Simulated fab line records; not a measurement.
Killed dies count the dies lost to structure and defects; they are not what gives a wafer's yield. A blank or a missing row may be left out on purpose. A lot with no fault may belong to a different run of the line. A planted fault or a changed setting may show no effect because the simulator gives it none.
Chamber matching || flow nand harc || cmp-04 running NHARC_P_M0_CMP_23: 4 sister chambers
The step polishes, t overpolish 20 s, target thk 117.54 nm. 18 wafers are shown with their chamber, then 9 later ones without.

WAFERS PAIRED WITH THEIR CHAMBERS
{"wafer": "L075.2", "chamber": 3, "motor current A (A)": 12.4, "edge zone pressure frac": 0.993, "slurry flow ml min": 150.0}
{"wafer": "L075.3", "chamber": 1, "motor current A (A)": 13.1, "edge zone pressure frac": 1.004, "slurry flow ml min": 149.6}
{"wafer": "L075.5", "chamber": 0, "motor current A (A)": 10.3, "edge zone pressure frac": 0.997, "slurry flow ml min": 150.8}
{"wafer": "L076.3", "chamber": 0, "motor current A (A)": 10.2, "edge zone pressure frac": 1.005, "slurry flow ml min": 149.4}
{"wafer": "L076.5", "chamber": 0, "motor current A (A)": 10.5, "edge zone pressure frac": 1.000, "slurry flow ml min": 149.4}
{"wafer": "L076.6", "chamber": 3, "motor current A (A)": 12.6, "edge zone pressure frac": 0.995, "slurry flow ml min": 149.3}
{"wafer": "L084.2", "chamber": 3, "motor current A (A)": 11.8, "edge zone pressure frac": 0.991, "slurry flow ml min": 150.7}
{"wafer": "L084.5", "chamber": 2, "motor current A (A)": 14.0, "edge zone pressure frac": 0.991, "slurry flow ml min": 149.5}
{"wafer": "L084.6", "chamber": 3, "motor current A (A)": 12.0, "edge zone pressure frac": 0.999, "slurry flow ml min": 150.7}
{"wafer": "L085.1", "chamber": 1, "motor current A (A)": 11.9, "edge zone pressure frac": 1.013, "slurry flow ml min": 150.7}
{"wafer": "L085.3", "chamber": 0, "motor current A (A)": 10.2, "edge zone pressure frac": 1.005, "slurry flow ml min": 150.1}
{"wafer": "L085.6", "chamber": 1, "motor current A (A)": 11.9, "edge zone pressure frac": 1.002, "slurry flow ml min": 150.3}
{"wafer": "L086.1", "chamber": 2, "motor current A (A)": 14.1, "edge zone pressure frac": 0.998, "slurry flow ml min": 149.9}
{"wafer": "L086.2", "chamber": 1, "motor current A (A)": 12.0, "edge zone pressure frac": 0.995, "slurry flow ml min": 150.3}
{"wafer": "L086.5", "chamber": 2, "motor current A (A)": 13.6, "edge zone pressure frac": 0.995, "slurry flow ml min": 149.7}
{"wafer": "L088.2", "chamber": 1, "motor current A (A)": 11.7, "edge zone pressure frac": 0.996, "slurry flow ml min": 149.9}
{"wafer": "L088.5", "chamber": 1, "motor current A (A)": 12.1, "edge zone pressure frac": 1.003, "slurry flow ml min": 149.7}
{"wafer": "L088.6", "chamber": 0, "motor current A (A)": 10.1, "edge zone pressure frac": 0.997, "slurry flow ml min": 149.6}

SIGNATURES (means of the wafers above)
{"reading": "motor current A", "chamber 0": 10.260, "chamber 1": 12.117, "chamber 2": 13.900, "chamber 3": 12.200, "scatter within a chamber": 0.366}
{"reading": "edge zone pressure frac", "chamber 0": 1.00080, "chamber 1": 1.00217, "chamber 2": 0.99467, "chamber 3": 0.99450, "scatter within a chamber": 0.00489}
{"reading": "slurry flow ml min", "chamber 0": 149.860, "chamber 1": 150.083, "chamber 2": 149.700, "chamber 3": 150.175, "scatter within a chamber": 0.517}
Rule: for a wafer and a chamber, the distance is found by dividing, reading by reading, the gap between the wafer's reading and the chamber's mean by the reading's scatter, squaring, summing and taking the root. The wafer belongs to the nearest chamber; if the next one is less than 2 further off, it can't be placed. The scatter: the root of (the sum of the squares of (reading less its chamber's mean) over the shown wafers, divided by (wafers less chambers)).

WAFERS WHOSE CHAMBER IS MISSING
{"wafer": "L090.1", "motor current A (A)": 11.4, "edge zone pressure frac": 0.997, "slurry flow ml min": 149.0}
{"wafer": "L090.4", "motor current A (A)": 13.4, "edge zone pressure frac": 1.003, "slurry flow ml min": 150.6}
{"wafer": "L090.5", "motor current A (A)": 11.6, "edge zone pressure frac": 0.993, "slurry flow ml min": 149.8}
{"wafer": "L091.2", "motor current A (A)": 12.3, "edge zone pressure frac": 0.997, "slurry flow ml min": 150.8}
{"wafer": "L091.4", "motor current A (A)": 13.4, "edge zone pressure frac": 1.004, "slurry flow ml min": 150.1}
{"wafer": "L091.5", "motor current A (A)": 11.8, "edge zone pressure frac": 1.001, "slurry flow ml min": 150.4}
{"wafer": "L095.1", "motor current A (A)": 14.8, "edge zone pressure frac": 1.002, "slurry flow ml min": 149.7}
{"wafer": "L095.2", "motor current A (A)": 12.4, "edge zone pressure frac": 0.998, "slurry flow ml min": 151.2}
{"wafer": "L095.5", "motor current A (A)": 10.2, "edge zone pressure frac": 0.999, "slurry flow ml min": 150.7}

WHICH CHAMBER EACH ONE RAN IN
{"wafer": "L090.1", "from the rows above": "can't be placed: 1 or 3 or 0", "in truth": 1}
{"wafer": "L090.4", "from the rows above": "can't be placed: 2 or 1 or 3", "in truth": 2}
{"wafer": "L090.5", "from the rows above": "can't be placed: 3 or 1", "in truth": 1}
{"wafer": "L091.2", "from the rows above": "can't be placed: 3 or 1", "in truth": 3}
{"wafer": "L091.4", "from the rows above": "can't be placed: 2 or 1 or 3", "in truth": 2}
{"wafer": "L091.5", "from the rows above": "can't be placed: 1 or 3", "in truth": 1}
{"wafer": "L095.1", "from the rows above": 2, "in truth": 2}
{"wafer": "L095.2", "from the rows above": "can't be placed: 3 or 1", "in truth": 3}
{"wafer": "L095.5", "from the rows above": 0, "in truth": 0}
2 of 9 placed correctly. Can't be placed from these rows: 7 (the true chamber is among the candidates in 7). Wrongly placed: 0.
